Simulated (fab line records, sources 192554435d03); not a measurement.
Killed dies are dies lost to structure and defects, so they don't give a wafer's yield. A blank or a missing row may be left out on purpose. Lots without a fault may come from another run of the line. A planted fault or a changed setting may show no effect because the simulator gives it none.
A struck lot beside a sound one | flow n5_finfet | 35 steps out of a route of 1938
Sound: wafers L611.2, L611.5, L611.6. Struck: wafer L603.2. (L603.1, L603.3 of the same lot were not struck and are left out.) The cause comes at the end.
At each step with rows: each side's tool, then ch and its chambers, then its first start. Under that, the readings that differ: sound wafers | struck wafers | difference of the means | sigmas: that difference in standard deviations of wafers without a fault.
alike: readings whose means differ by less than 2 such deviations, and words and numbers that are the same on both sides. not compared: withheld readings, readings that some wafer has no value for, bounds like >300 that may hide the same value, and numbers for which the record gives no deviation and whose values overlap.
The two part at a step that has a row with sigmas, a row that says differs or no value, or rows on one side only. Numbers that don't overlap but have no deviation are shown without sigmas and don't part them. A reading that every wafer of one side lacks parts them only if that side has two wafers or more.

first, 11 steps without rows for these wafers: N5_BEOL_M15_ETCH_61 (etches BARC in N2/H2, target depth 89 nm, overetch 26.7 nm, time 67.9 s); N5_BEOL_M15_TRENCH_ETCH_34 (etches SiO2 in C4F8/O2/Ar, target depth 872.93 nm, time 199 s); N5_BEOL_M15_STRIP_36 (strips in O2); N5_BEOL_M15_STRIP_62 (strips in O2); N5_BEOL_M15_STRIP_37 (strips in O2); N5_BEOL_M15_ETCH_38 (etches SiCN in CF4/N2, target depth 106.4 nm, time 120.5 s); N5_BEOL_M15_PRECLEAN_39 (cleans in residue remover, time 60 s); N5_BEOL_M15_SRD_40 (time 30 s, dry time 30 s); N5_BEOL_M15_DEGAS_41 (time 60 s); N5_BEOL_M15_PRE_CLEAN_42 (time 30 s); N5_BEOL_M15_SPUTTER_43 (material TaN, target thk 15 nm, time 24.19 s).
N5_BEOL_M15_SPUTTER_44: material Ta, target thk 15 nm, time 24.19 s.
  sound on pvd_sputter-03, day 17 19:44; struck on pvd_sputter-02, day 14 22:59
  alike: throttle_valve_pct
then, 22 steps without rows for these wafers: N5_BEOL_M15_SPUTTER_45 (material Cu, target thk 100 nm, time 16.67 s); N5_BEOL_M15_ECD_47 (material Cu, target thk 1860 nm); N5_BEOL_M15_ANNEAL_48 (time 90 s); N5_BEOL_M15_CMP_49 (polishes, stops on SiO2, t overpolish 4.9 s, target thk 850 nm); N5_BEOL_M15_PRE_CLEAN_52 (time 15 s); N5_BEOL_M15_DEP_53 (deposits SiCN from 3MS/NH3, target thk 50 nm, time 17.8 s); N5_PASSIVATION_PECVD_00 (deposits SiO2 from SiH4/N2O, target thk 200 nm, time 11.2 s); N5_MIM_BOT_DEGAS_01 (time 60 s); N5_MIM_BOT_SPUTTER_00 (material TiN, target thk 35 nm, time 89.7 s); N5_MIM_TOP_ALD_00 (deposits Al2O3, purge time 3 s, co reactant pulse time 3 s); N5_MIM_TOP_ALD_01 (deposits HfO2, target thk 5.6 nm, pulse time 1 s, purge time 3 s); N5_MIM_TOP_ALD_02 (deposits Al2O3, purge time 3 s, co reactant pulse time 3 s); N5_MIM_TOP_DEGAS_04 (time 60 s); N5_MIM_TOP_SPUTTER_03 (material TiN, target thk 35 nm, time 89.7 s); N5_MIM_TOP_LITHO_HMDS_01 (time 60 s); N5_MIM_TOP_LITHO_COAT_02; N5_MIM_TOP_LITHO_EBR_04; N5_MIM_TOP_LITHO_SOFTBAKE_03 (time 90 s); N5_MIM_TOP_LITHO_EXPOSE_05 (exposes mask MIM TOP, target cd 2000 nm); N5_MIM_TOP_LITHO_PEB_06; N5_MIM_TOP_LITHO_DEVELOP_07 (develop time 60 s); N5_MIM_TOP_LITHO_HARDBAKE_09 (time 120 s).
N5_PASSIVATION_PROBE_49:
  sound on prober-02, day 18 09:31; struck on prober-01, day 15 13:55
  reading                  | sound          | struck | difference | sigmas
  defect_limited_yield (%) | 91.8 94.4 91.3 | 86.4   | -6.1       | -5
  killed_at_M4_up          | 10 5 8         | 98     | +90        | +17
  killed_dies              | 97 66 103      | 161    | +72        | +5
  killed_on_rim            | 5 6 16         | 30     | +21        | +6
  sort_bin_5_function (%)  | 4.9 3.6 5.0    | 8.0    | +3.5       | +5
  sort_n_pass              | 1083 1114 1077 | 1019   | -72        | -5
  sort_yield_pct (%)       | 91.8 94.4 91.3 | 86.4   | -6.1       | -5
  alike: killed_at_M0_to_M3, killed_at_contacts, killed_at_front_end, killed_at_other, killed_open, killed_short, sort_bin_6_memory, sort_bin_8_speed

WHERE THEY PART
Only at N5_PASSIVATION_PROBE_49, within this record.

WHY: what the simulator had put in
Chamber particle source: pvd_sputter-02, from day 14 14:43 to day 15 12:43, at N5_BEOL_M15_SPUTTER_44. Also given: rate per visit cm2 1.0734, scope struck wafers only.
